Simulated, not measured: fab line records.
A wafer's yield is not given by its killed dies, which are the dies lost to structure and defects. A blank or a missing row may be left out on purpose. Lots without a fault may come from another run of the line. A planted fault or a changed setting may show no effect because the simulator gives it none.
fab line records    flow n5-finfet
record: lots: 24  wafers: 72  last-day: 17
route steps=1938 shown BEOL_M11@1595 BEOL_M12@1632 BEOL_M13@1669
lots untouched by any fault: they come from a run of this same line in which no faults occurred
start-h: the number of hours between the record's first day and the start of the first shown wafer of the lot    wait-h: hours from the lot's prior step to this one    " as in the row above    L1.1+2: a row that stands for several wafers    - no value, or no start was given    * or withheld: withheld    < > ~ a bound
route shown NAME@n: NAME is a module with steps in the file, n the number in the route of the first one    usual: average and standard deviation across the fault-free wafers    same: alike in all rows    chamber/n: place in a boat    sites: the reading at each site    _std_site: how widely they spread, as a standard deviation    _edge_site: mean of outer sites minus mean of inner sites    radius-mm: for every site, how far away it sits from the centre of the wafer    mask NAME#n: copy n    behind: the tool/chamber that last shaped the wafer    hold: why the lot went on hold/how many hours it stayed there/how the hold came to an end    device: whichever transistor did not switch (one of n, p or np)    end of line: tests run on the same wafers once the route is complete    where a step has no rows: the recipe by itself    killed: the dies lost at the first sort to structure and to defects; this is not the yield of the wafer    map: dies across one wafer; x = killed, . = not, _ = none there
set.NAME: the setting that was run; set.NAME@STEP: the one run at that earlier step    model.NAME: the simulator's own value behind a step, which no gauge read
a sample of lots followed through the steps of the route, with each step as a table and each wafer as a row
services: a tool's chamber out of use, with start hour (start-h, from the record's first day; less than 0 if before it), hours out, and reason
== steps ==
step: N5_BEOL_M11_ANNEAL_51
recipe: temp-c: 225  time-s: 90  ambient: N2
usual: wafer_temp_C_max: 225.74/0.21
lot.wafer  tool           chamber  start-h  wait-h  wafer_temp_C_max
L074.4     rtp-anneal-02  0        213.41   0.6     225.87
L074.5     "              0        "        "       225.62
L074.6     "              0        "        "       225.65
L075.2     rtp-anneal-02  0        231.83   0.1     225.92
L075.3     "              0        "        "       225.68
L075.4     "              0        "        "       225.84
L077.2     rtp-anneal-01  0        236.23   0.1     225.82
L077.4     "              0        "        "       225.85
L077.5     "              0        "        "       225.74
L076.1     rtp-anneal-02  0        238.09   0.1     225.50
L076.3     "              0        "        "       225.68
L076.4     "              0        "        "       225.52
L078.1     rtp-anneal-01  0        246.65   0.6     226.05
L078.2     "              0        "        "       226.22
L078.4     "              0        "        "       226.22
L080.1     rtp-anneal-02  0        258.56   0.1     225.86
L080.5     "              0        "        "       226.10
L080.6     "              0        "        "       226.13
L079.2     rtp-anneal-01  0        258.75   0.2     225.81
L079.3     "              0        "        "       225.86
L079.5     "              0        "        "       225.89
L081.2     rtp-anneal-01  0        260.75   0.1     225.90
L081.3     "              0        "        "       225.71
L081.5     "              0        "        "       225.55
L082.1     rtp-anneal-01  0        276.30   0.2     225.61
L082.4     "              0        "        "       225.61
L082.6     "              0        "        "       225.90
L083.1     rtp-anneal-02  0        277.56   0.3     225.84
L083.2     "              0        "        "       225.80
L083.5     "              0        "        "       225.80
L084.1     rtp-anneal-01  0        281.04   0.1     225.50
L084.2     "              0        "        "       225.44
L084.4     "              0        "        "       225.58
L085.2     rtp-anneal-02  0        287.12   0.3     226.11
L085.5     "              0        "        "       225.89
L085.6     "              0        "        "       226.07
L086.1     rtp-anneal-02  0        308.91   0.2     225.86
L086.3     "              0        "        "       225.72
L086.4     "              0        "        "       225.79
L087.3     rtp-anneal-02  0        309.27   0.4     225.80
L087.4     "              0        "        "       225.91
L087.6     "              0        "        "       226.13
L088.3     rtp-anneal-01  0        316.87   0.1     225.26
L088.5     "              0        "        "       225.52
L088.6     "              0        "        "       225.39
L089.4     rtp-anneal-02  0        317.96   0.3     225.55
L089.5     "              0        "        "       225.58
L089.6     "              0        "        "       225.82
L090.3     rtp-anneal-01  0        322.27   0.5     225.34
L090.5     "              0        "        "       225.81
L090.6     "              0        "        "       225.53
L094.1     rtp-anneal-01  0        338.55   0.1     225.77
L094.2     "              0        "        "       225.30
L094.6     "              0        "        "       225.76
L092.1     rtp-anneal-02  0        338.88   0.1     225.97
L092.3     "              0        "        "       225.92
L092.6     "              0        "        "       226.32
L093.2     rtp-anneal-02  0        341.71   0.3     225.65
L093.4     "              0        "        "       225.12
L093.6     "              0        "        "       225.59
L091.1     rtp-anneal-01  0        348.15   0.1     225.75
L091.4     "              0        "        "       225.48
L091.5     "              0        "        "       225.71
L095.1     rtp-anneal-02  0        361.94   0.2     225.83
L095.5     "              0        "        "       225.53
L095.6     "              0        "        "       225.94
L096.1     rtp-anneal-01  0        372.39   0.1     225.63
L096.2     "              0        "        "       225.81
L096.6     "              0        "        "       225.69
L097.1     rtp-anneal-02  0        376.25   0.2     225.87
L097.3     "              0        "        "       225.98
L097.5     "              0        "        "       225.82
step: N5_BEOL_M12_CD_MEAS_28
recipe: target-cd-nm: 160.2  landing-energy-ev: 500  detector: se-inlens  polarity: opening
usual: cd-nm: 159.7/1.6
lot.wafer  tool       chamber  start-h  wait-h  cd-nm
L074.4     cd-sem-01  0        215.41   -       163.0
L074.5     "          0        "        "       158.9
L074.6     "          0        "        "       160.9
L075.2     cd-sem-03  0        233.97   -       160.8
L075.3     "          0        "        "       160.4
L075.4     "          0        "        "       160.7
L077.2     cd-sem-03  0        238.31   -       160.5
L077.4     "          0        "        "       160.5
L077.5     "          0        "        "       161.7
L076.1     cd-sem-01  0        240.40   -       160.2
L076.3     "          0        "        "       157.4
L076.4     "          0        "        "       159.3
L078.1     cd-sem-02  0        248.90   -       158.9
L078.2     "          0        "        "       159.0
L078.4     "          0        "        "       157.3
L080.1     cd-sem-02  0        260.69   -       160.1
L080.5     "          0        "        "       159.8
L080.6     "          0        "        "       160.6
L079.2     cd-sem-02  0        261.10   -       159.2
L079.3     "          0        "        "       159.5
L079.5     "          0        "        "       161.6
L081.2     cd-sem-03  0        263.11   -       158.9
L081.3     "          0        "        "       160.4
L081.5     "          0        "        "       158.1
L082.1     cd-sem-01  0        278.86   -       156.0
L082.4     "          0        "        "       157.0
L082.6     "          0        "        "       155.6
L083.1     cd-sem-01  0        280.35   -       162.0
L083.2     "          0        "        "       162.5
L083.5     "          0        "        "       161.8
L084.1     cd-sem-02  0        283.46   -       158.8
L084.2     "          0        "        "       156.8
L084.4     "          0        "        "       157.9
L085.2     cd-sem-01  0        289.22   -       160.9
L085.5     "          0        "        "       160.4
L085.6     "          0        "        "       162.1
L086.1     cd-sem-02  0        311.21   -       157.0
L086.3     "          0        "        "       157.2
L086.4     "          0        "        "       158.2
L087.3     cd-sem-01  0        311.60   -       159.9
L087.4     "          0        "        "       159.4
L087.6     "          0        "        "       159.6
L088.3     cd-sem-01  0        319.17   -       160.3
L088.5     "          0        "        "       160.9
L088.6     "          0        "        "       158.5
L089.4     cd-sem-01  0        320.09   -       158.1
L089.5     "          0        "        "       161.0
L089.6     "          0        "        "       160.9
L090.3     cd-sem-02  0        324.73   -       161.0
L090.5     "          0        "        "       161.9
L090.6     "          0        "        "       159.7
L094.1     cd-sem-01  0        340.89   -       159.5
L094.2     "          0        "        "       157.8
L094.6     "          0        "        "       157.1
L092.1     cd-sem-02  0        341.26   -       157.5
L092.3     "          0        "        "       160.2
L092.6     "          0        "        "       160.4
L093.2     cd-sem-03  0        344.15   -       157.7
L093.4     "          0        "        "       161.0
L093.6     "          0        "        "       160.9
L091.1     cd-sem-02  0        350.27   -       159.3
L091.4     "          0        "        "       158.5
L091.5     "          0        "        "       159.6
L095.1     cd-sem-03  0        364.17   -       160.9
L095.5     "          0        "        "       158.6
L095.6     "          0        "        "       162.6
L096.1     cd-sem-01  0        374.77   -       160.5
L096.2     "          0        "        "       161.4
L096.6     "          0        "        "       163.6
L097.1     cd-sem-02  0        378.52   -       160.1
L097.3     "          0        "        "       158.6
L097.5     "          0        "        "       161.3
step: N5_BEOL_M13_CD_MEAS_10
recipe: target-cd-nm: 190  landing-energy-ev: 500  detector: se-inlens  polarity: opening
usual: cd-nm: 189.2/1.4
lot.wafer  tool       chamber  start-h  wait-h  cd-nm
L074.4     cd-sem-01  0        219.09   -       189.8
L074.5     "          0        "        "       187.6
L074.6     "          0        "        "       187.4
L075.2     cd-sem-03  0        238.50   -       191.2
L075.3     "          0        "        "       188.9
L075.4     "          0        "        "       190.8
L077.2     cd-sem-02  0        241.11   -       189.1
L077.4     "          0        "        "       190.6
L077.5     "          0        "        "       190.8
L076.1     cd-sem-03  0        243.57   -       189.8
L076.3     "          0        "        "       189.8
L076.4     "          0        "        "       189.0
L078.1     cd-sem-01  0        252.64   -       187.3
L078.2     "          0        "        "       187.1
L078.4     "          0        "        "       188.7
L080.1     cd-sem-02  0        267.70   -       189.1
L080.5     "          0        "        "       188.3
L080.6     "          0        "        "       187.7
L079.2     cd-sem-02  0        267.84   -       187.0
L079.3     "          0        "        "       188.8
L079.5     "          0        "        "       187.8
L081.2     cd-sem-01  0        268.10   -       188.7
L081.3     "          0        "        "       186.6
L081.5     "          0        "        "       188.7
L082.1     cd-sem-03  0        282.17   -       189.2
L082.4     "          0        "        "       188.8
L082.6     "          0        "        "       188.6
L083.1     cd-sem-02  0        287.44   -       191.2
L083.2     "          0        "        "       189.7
L083.5     "          0        "        "       189.1
L084.1     cd-sem-01  0        295.93   -       188.9
L084.2     "          0        "        "       189.6
L084.4     "          0        "        "       190.4
L085.2     cd-sem-02  0        297.98   -       190.3
L085.5     "          0        "        "       190.5
L085.6     "          0        "        "       190.6
L086.1     cd-sem-03  0        316.25   -       189.3
L086.3     "          0        "        "       189.1
L086.4     "          0        "        "       190.1
L087.3     cd-sem-01  0        316.55   -       190.1
L087.4     "          0        "        "       188.3
L087.6     "          0        "        "       190.3
L088.3     cd-sem-02  0        323.15   -       188.9
L088.5     "          0        "        "       189.6
L088.6     "          0        "        "       188.7
L089.4     cd-sem-01  0        327.50   -       189.3
L089.5     "          0        "        "       190.8
L089.6     "          0        "        "       191.3
L090.3     cd-sem-03  0        328.86   -       189.4
L090.5     "          0        "        "       189.3
L090.6     "          0        "        "       188.5
L092.1     cd-sem-02  0        345.93   -       191.5
L092.3     "          0        "        "       191.9
L092.6     "          0        "        "       190.6
L094.1     cd-sem-01  0        346.63   -       187.5
L094.2     "          0        "        "       186.1
L094.6     "          0        "        "       186.9
L093.2     cd-sem-01  0        348.68   -       191.0
L093.4     "          0        "        "       189.2
L093.6     "          0        "        "       190.9
L091.1     cd-sem-01  0        358.95   -       185.3
L091.4     "          0        "        "       187.6
L091.5     "          0        "        "       187.6
L095.1     cd-sem-03  0        368.05   -       190.8
L095.5     "          0        "        "       189.4
L095.6     "          0        "        "       191.0
L096.1     cd-sem-02  0        381.07   -       188.9
L096.2     "          0        "        "       188.8
L096.6     "          0        "        "       190.4
L097.1     cd-sem-02  0        382.06   -       191.1
L097.3     "          0        "        "       190.2
L097.5     "          0        "        "       189.4
step: N5_BEOL_M13_OVL_MEAS_11
recipe: points-per-wafer: 44
usual: V12_OVL: 5/5.1
lot.wafer  tool        chamber  start-h  wait-h  V12_OVL[nm]
L074.4     overlay-01  0        219.12   0.0     -4
L074.5     "           0        "        "       -2
L074.6     "           0        "        "       1
L075.2     overlay-01  0        238.53   0.0     1
L075.3     "           0        "        "       3
L075.4     "           0        "        "       7
L077.2     overlay-01  0        241.14   0.0     7
L077.4     "           0        "        "       9
L077.5     "           0        "        "       11
L076.1     overlay-01  0        243.60   0.0     10
L076.3     "           0        "        "       6
L076.4     "           0        "        "       3
L078.1     overlay-01  0        252.67   0.0     6
L078.2     "           0        "        "       4
L078.4     "           0        "        "       5
L080.1     overlay-02  0        267.73   0.0     14
L080.5     "           0        "        "       8
L080.6     "           0        "        "       13
L079.2     overlay-02  0        267.87   0.0     6
L079.3     "           0        "        "       15
L079.5     "           0        "        "       11
L081.2     overlay-02  0        268.13   0.0     3
L081.3     "           0        "        "       12
L081.5     "           0        "        "       13
L082.1     overlay-02  0        282.20   0.0     1
L082.4     "           0        "        "       5
L082.6     "           0        "        "       4
L083.1     overlay-02  0        287.47   0.0     -2
L083.2     "           0        "        "       -5
L083.5     "           0        "        "       -4
L084.1     overlay-01  0        295.96   0.0     9
L084.2     "           0        "        "       8
L084.4     "           0        "        "       6
L085.2     overlay-02  0        298.01   0.0     12
L085.5     "           0        "        "       10
L085.6     "           0        "        "       10
L086.1     overlay-01  0        316.30   0.0     -6
L086.3     "           0        "        "       -1
L086.4     "           0        "        "       6
L087.3     overlay-01  0        316.58   0.0     8
L087.4     "           0        "        "       8
L087.6     "           0        "        "       2
L088.3     overlay-01  0        323.18   0.0     6
L088.5     "           0        "        "       2
L088.6     "           0        "        "       5
L089.4     overlay-01  0        327.52   0.0     1
L089.5     "           0        "        "       -3
L089.6     "           0        "        "       -6
L090.3     overlay-01  0        328.89   0.0     3
L090.5     "           0        "        "       6
L090.6     "           0        "        "       12
L092.1     overlay-01  0        345.96   0.0     0
L092.3     "           0        "        "       3
L092.6     "           0        "        "       2
L094.1     overlay-01  0        346.67   0.0     5
L094.2     "           0        "        "       3
L094.6     "           0        "        "       5
L093.2     overlay-01  0        348.70   0.0     6
L093.4     "           0        "        "       1
L093.6     "           0        "        "       9
L091.1     overlay-01  0        358.98   0.0     4
L091.4     "           0        "        "       -2
L091.5     "           0        "        "       3
L095.1     overlay-01  0        368.08   0.0     4
L095.5     "           0        "        "       7
L095.6     "           0        "        "       9
L096.1     overlay-02  0        381.10   0.0     -2
L096.2     "           0        "        "       4
L096.6     "           0        "        "       3
L097.1     overlay-02  0        382.09   0.0     3
L097.3     "           0        "        "       5
L097.5     "           0        "        "       13
step: N5_BEOL_M13_STRIP_64
recipe: chemistry: N2/H2  power-w: 1000  temp-c: 250  h2-frac: 0.65  overash-fraction: 0.3  pressure-mtorr: withheld  n2-flow-sccm: 1750  h2-flow-sccm: 3250
usual: drypump-motor-current-A: 5.6/0.51  heater-power-w: 306/11  oes-product-au: 0.714/0.0042  strip-time-to-endpoint-s: 31.31/0.065
lot.wafer  tool             chamber  start-h  wait-h  drypump-motor-current-A  heater-power-w  oes-product-au  rf-hours-counter-h  strip-time-to-endpoint-s
L074.4     plasma-asher-01  1        219.58   0.0     5.5                      308             0.712           -                   31.34
L074.5     "                0        "        "       5.0                      323             0.717           -                   31.33
L074.6     "                1        "        "       5.5                      311             0.715           -                   31.36
L075.2     plasma-asher-01  1        238.97   0.0     5.5                      309             0.718           70                  31.43
L075.3     "                0        "        "       5.0                      323             0.718           -                   31.32
L075.4     "                1        "        "       5.5                      308             0.716           -                   31.30
L077.2     plasma-asher-02  1        241.67   0.0     5.5                      295             0.706           122                 31.25
L077.4     "                0        "        "       6.4                      303             0.721           -                   31.27
L077.5     "                0        "        "       6.4                      302             0.715           -                   31.27
L076.1     plasma-asher-02  0        244.22   0.0     6.4                      299             0.714           122                 31.26
L076.3     "                1        "        "       5.5                      300             0.716           -                   31.31
L076.4     "                0        "        "       6.4                      301             0.711           -                   31.27
L078.1     plasma-asher-01  1        253.36   0.0     5.6                      300             0.717           73                  31.36
L078.2     "                0        "        "       5.0                      317             0.714           73                  31.41
L078.4     "                1        "        "       5.6                      297             0.707           -                   31.30
L080.1     plasma-asher-02  1        268.17   0.0     5.5                      287             0.716           128                 31.30
L080.5     "                1        "        "       5.5                      292             0.717           -                   31.17
L080.6     "                0        "        "       6.4                      302             0.716           -                   31.31
L079.2     plasma-asher-02  0        268.31   0.0     6.4                      302             0.722           128                 31.30
L079.3     "                0        "        "       6.4                      300             0.712           -                   31.25
L079.5     "                0        "        "       6.4                      304             0.709           -                   31.26
L081.2     plasma-asher-01  1        268.57   0.0     5.6                      304             0.715           76                  31.25
L081.3     "                1        "        "       5.5                      307             0.713           -                   31.22
L081.5     "                0        "        "       5.0                      321             0.701           -                   31.24
L082.1     plasma-asher-02  1        282.64   0.0     5.5                      301             0.708           131                 31.38
L082.4     "                1        "        "       5.5                      299             0.711           -                   31.38
L082.6     "                1        "        "       5.5                      288             0.715           -                   31.36
L083.1     plasma-asher-02  0        287.91   0.0     6.4                      305             0.717           133                 31.46
L083.2     "                1        "        "       5.5                      292             0.710           133                 31.37
L083.5     "                0        "        "       6.4                      303             0.720           -                   31.41
L084.1     plasma-asher-02  1        296.41   0.0     5.5                      290             0.714           135                 31.37
L084.2     "                0        "        "       6.4                      304             0.716           135                 31.32
L084.4     "                1        "        "       5.5                      294             0.711           -                   31.37
L085.2     plasma-asher-02  1        298.46   0.0     5.4                      303             0.718           135                 31.30
L085.5     "                1        "        "       5.4                      298             0.711           -                   31.31
L085.6     "                0        "        "       6.4                      309             0.712           -                   31.25
L086.1     plasma-asher-01  1        316.75   0.0     5.6                      306             0.714           81                  31.27
L086.3     "                1        "        "       5.6                      303             0.715           -                   31.19
L086.4     "                0        "        "       5.0                      331             0.718           -                   31.34
L087.3     plasma-asher-01  0        317.15   0.0     5.0                      324             0.712           -                   31.40
L087.4     "                1        "        "       5.6                      312             0.712           -                   31.36
L087.6     "                1        "        "       5.6                      314             0.717           -                   31.33
L088.3     plasma-asher-01  1        323.66   0.0     5.6                      295             0.715           -                   31.23
L088.5     "                1        "        "       5.6                      304             0.714           -                   31.30
L088.6     "                0        "        "       5.0                      318             0.720           -                   31.26
L089.4     plasma-asher-02  1        327.99   0.0     5.5                      290             0.715           -                   31.21
L089.5     "                1        "        "       5.5                      303             0.712           -                   31.26
L089.6     "                0        "        "       6.4                      305             0.720           -                   31.17
L090.3     plasma-asher-01  1        329.48   0.0     5.5                      311             0.712           -                   31.25
L090.5     "                1        "        "       5.6                      304             0.714           -                   31.23
L090.6     "                0        "        "       5.0                      324             0.716           -                   31.16
L092.1     plasma-asher-01  0        346.41   0.0     5.0                      319             0.710           87                  31.29
L092.3     "                1        "        "       5.5                      306             0.704           -                   31.31
L092.6     "                0        "        "       5.0                      320             0.711           -                   31.29
L094.1     plasma-asher-01  1        347.11   0.0     5.6                      300             0.718           87                  31.41
L094.2     "                0        "        "       4.9                      327             0.709           87                  31.26
L094.6     "                1        "        "       5.6                      298             0.714           -                   31.28
L093.2     plasma-asher-02  0        349.15   0.0     6.3                      295             0.714           149                 31.35
L093.4     "                1        "        "       5.5                      292             0.713           -                   31.26
L093.6     "                0        "        "       6.4                      308             0.721           -                   31.30
L091.1     plasma-asher-02  0        359.42   0.0     6.4                      307             0.707           150                 31.44
L091.4     "                1        "        "       5.5                      300             0.717           -                   31.36
L091.5     "                0        "        "       6.3                      295             0.713           -                   31.32
L095.1     plasma-asher-02  0        368.79   0.0     6.3                      303             0.719           152                 31.34
L095.5     "                0        "        "       6.4                      305             0.717           -                   31.37
L095.6     "                1        "        "       5.4                      301             0.709           -                   31.41
L096.1     plasma-asher-02  0        381.54   0.0     6.4                      307             0.714           155                 31.38
L096.2     "                1        "        "       5.4                      290             0.714           155                 31.33
L096.6     "                0        "        "       6.4                      301             0.722           -                   31.28
L097.1     plasma-asher-01  1        382.76   0.0     5.5                      308             0.715           94                  31.35
L097.3     "                1        "        "       5.6                      313             0.726           -                   31.37
L097.5     "                1        "        "       5.5                      300             0.723           -                   31.41
step: N5_BEOL_M13_DESCUM_33
recipe: chemistry: O2  time-s: 7.9  source-power-w: 50  bias-power-w: 20  pressure-mtorr: 20  rf-frequency-hz: 2.712e+07  temp-c: 40  o2-flow-sccm: 225
usual: drypump-motor-current-A: 5.6/0.54  oes-product-au: 0.82/0.097  rf-vpp-V: 243.0/1.5  showerhead-plenum-p-Torr: 2.09/0.081  throttle-valve-pct: 20.35/0.28
lot.wafer  tool         chamber  start-h  wait-h  drypump-motor-current-A  oes-product-au  rf-hours-counter-h  rf-vpp-V  showerhead-plenum-p-Torr  throttle-valve-pct
L074.4     rie-diel-03  0        220.12   0.0     5.6                      1.01            0                   242.3     2.07                      20.36
L074.5     "            2        "        "       6.6                      0.75            -                   245.3     2.19                      20.42
L074.6     "            3        "        "       5.4                      0.94            -                   242.8     2.06                      20.41
L075.2     rie-diel-04  3        239.69   0.0     6.1                      0.75            145                 241.3     2.02                      20.48
L075.3     "            1        "        "       5.0                      0.70            184                 242.2     2.00                      20.46
L075.4     "            2        "        "       6.3                      0.69            236                 243.0     2.07                      20.75
L077.2     rie-diel-03  3        242.44   0.1     5.4                      0.92            20                  242.3     2.06                      20.44
L077.4     "            2        "        "       6.6                      0.74            177                 243.3     2.18                      20.43
L077.5     "            2        "        "       6.6                      0.73            -                   245.1     2.18                      20.42
L076.1     rie-diel-03  2        244.91   0.0     6.6                      0.74            178                 243.9     2.18                      20.43
L076.3     "            1        "        "       4.9                      0.83            69                  244.6     2.20                      20.66
L076.4     "            0        "        "       5.7                      0.94            8                   243.1     2.06                      20.36
L078.1     rie-diel-04  0        254.34   0.3     5.1                      0.70            231                 242.9     1.98                      20.31
L078.2     "            2        "        "       6.3                      0.68            241                 241.6     2.07                      20.74
L078.4     "            1        "        "       5.0                      0.69            188                 240.2     2.00                      20.48
L080.1     rie-diel-05  1        268.75   0.0     5.8                      0.96            9                   245.5     2.24                      20.05
L080.5     "            0        "        "       5.5                      0.85            -                   243.6     2.11                      19.88
L080.6     "            3        "        "       5.0                      0.91            -                   243.3     2.03                      19.62
L079.2     rie-diel-03  2        269.00   0.0     6.6                      0.74            182                 244.2     2.18                      20.43
L079.3     "            0        "        "       5.7                      0.92            15                  244.7     2.06                      20.38
L079.5     "            2        "        "       6.6                      0.74            -                   244.8     2.18                      20.44
L081.2     rie-diel-04  1        269.14   0.0     5.0                      0.69            193                 241.6     2.00                      20.47
L081.3     "            2        "        "       6.3                      0.68            245                 243.0     2.06                      20.75
L081.5     "            0        "        "       5.1                      0.69            -                   242.2     1.97                      20.33
L082.1     rie-diel-05  0        283.33   0.0     5.5                      0.84            81                  243.9     2.11                      19.90
L082.4     "            3        "        "       5.0                      0.91            27                  243.0     2.03                      19.61
L082.6     "            3        "        "       5.0                      0.91            -                   241.6     2.03                      19.62
L083.1     rie-diel-04  0        288.48   0.0     5.1                      0.68            242                 239.3     1.97                      20.33
L083.2     "            3        "        "       6.1                      0.74            160                 242.7     2.01                      20.53
L083.5     "            3        "        "       6.1                      0.74            -                   242.0     2.01                      20.51
L084.1     rie-diel-03  0        297.02   0.1     5.6                      0.92            21                  241.8     2.06                      20.38
L084.2     "            3        "        "       5.5                      0.90            34                  243.0     2.05                      20.45
L084.4     "            2        "        "       6.6                      0.74            188                 244.3     2.18                      20.45
L085.2     rie-diel-04  3        299.14   0.0     6.0                      0.73            164                 242.4     2.01                      20.51
L085.5     "            0        "        "       5.1                      0.68            -                   240.8     1.97                      20.34
L085.6     "            3        "        "       6.1                      0.74            -                   241.4     2.01                      20.51
L086.1     rie-diel-04  1        317.44   0.0     5.0                      0.68            212                 242.8     1.99                      20.52
L086.3     "            2        "        "       6.3                      0.98            4                   243.6     2.06                      20.49
L086.4     "            2        "        "       6.3                      0.98            -                   243.7     2.06                      20.49
L087.3     rie-diel-03  2        317.69   0.0     6.6                      0.72            194                 245.0     2.18                      20.46
L087.4     "            3        "        "       5.4                      0.89            40                  243.0     2.05                      20.46
L087.6     "            3        "        "       5.4                      0.89            -                   241.1     2.05                      20.45
L088.3     rie-diel-05  1        324.32   0.0     5.8                      0.92            23                  244.2     2.23                      20.07
L088.5     "            0        "        "       5.5                      0.83            -                   243.2     2.11                      19.91
L088.6     "            1        "        "       5.8                      0.91            -                   245.7     2.23                      20.07
L089.4     rie-diel-03  2        328.53   0.0     6.6                      0.73            197                 243.9     2.18                      20.46
L089.5     "            0        "        "       5.6                      0.89            -                   242.5     2.06                      20.40
L089.6     "            1        "        "       4.9                      0.82            -                   244.6     2.19                      20.68
L090.3     rie-diel-05  0        330.02   0.0     5.6                      0.83            94                  244.5     2.11                      19.91
L090.5     "            0        "        "       5.5                      0.82            -                   243.7     2.10                      19.92
L090.6     "            1        "        "       5.8                      0.92            -                   244.9     2.23                      20.06
L092.1     rie-diel-05  3        347.12   0.1     5.0                      0.88            45                  242.7     2.02                      19.66
L092.3     "            0        "        "       5.5                      0.82            99                  243.4     2.10                      19.94
L092.6     "            0        "        "       5.5                      0.81            -                   244.2     2.10                      19.93
L094.1     rie-diel-03  0        347.79   0.0     5.6                      0.89            37                  243.0     2.05                      20.42
L094.2     "            1        "        "       4.9                      0.81            93                  245.8     2.19                      20.69
L094.6     "            3        "        "       5.4                      0.85            -                   242.9     2.05                      20.46
L093.2     rie-diel-04  2        349.71   0.0     6.3                      0.95            15                  242.7     2.06                      20.49
L093.4     "            3        "        "       6.1                      0.72            184                 240.6     2.00                      20.54
L093.6     "            1        "        "       5.0                      0.67            -                   242.3     1.99                      20.53
L091.1     rie-diel-03  0        360.02   0.1     5.7                      0.88            39                  243.3     2.05                      20.41
L091.4     "            1        "        "       4.9                      0.81            95                  245.5     2.19                      20.69
L091.5     "            0        "        "       5.6                      0.88            -                   242.4     2.05                      20.40
L095.1     rie-diel-04  0        369.51   0.0     5.1                      0.95            11                  244.8     2.23                      19.94
L095.5     "            2        "        "       6.2                      0.92            -                   242.6     2.06                      20.50
L095.6     "            0        "        "       5.1                      0.95            -                   245.7     2.23                      19.95
L096.1     rie-diel-03  1        382.26   0.2     4.9                      0.80            102                 244.1     2.19                      20.71
L096.2     "            2        "        "       6.6                      0.72            213                 244.0     2.17                      20.48
L096.6     "            3        "        "       5.4                      0.86            -                   243.5     2.04                      20.48
L097.1     rie-diel-03  1        383.32   0.0     4.9                      0.80            103                 244.6     2.19                      20.69
L097.3     "            3        "        "       5.4                      0.86            58                  242.2     2.04                      20.48
L097.5     "            2        "        "       6.6                      0.71            -                   244.9     2.17                      20.48
== services ==
tool             chamber  start-h  hours  kind
rie-diel-03      0        193.33   -      clean
rie-diel-03      0        193.33   -      consumable-replace:focus-ring
rie-diel-03      0        193.33   26.6   scheduled-down
rie-diel-03      0        193.33   26.6   vent-cycle
rie-diel-05      1        212.43   -      clean
rie-diel-05      1        212.43   -      consumable-replace:focus-ring
rie-diel-05      1        212.43   -      consumable-replace:showerhead
rie-diel-05      1        212.43   30.8   scheduled-down
rie-diel-05      1        212.43   30.8   vent-cycle
rie-diel-05      2        243.42   -      clean
rie-diel-04      2        287.02   -      clean
rie-diel-04      2        287.02   -      consumable-replace:focus-ring
plasma-asher-01  -        295.45   15.6   pm
rie-diel-04      0        309.21   -      clean
rie-diel-04      0        309.21   -      consumable-replace:esc
rie-diel-04      0        309.21   -      consumable-replace:focus-ring
rie-diel-04      0        309.21   -      consumable-replace:showerhead
rie-diel-04      0        309.21   25.9   scheduled-down
rie-diel-04      0        309.21   25.9   vent-cycle
plasma-asher-02  -        311.06   2.8    pm
rie-diel-03      1        342.20   1.8    repair
rie-diel-04      1        359.38   18.2   repair
rie-diel-05      3        367.83   2.5    repair
rie-diel-03      3        370.70   7.7    repair
== key ==
fault none
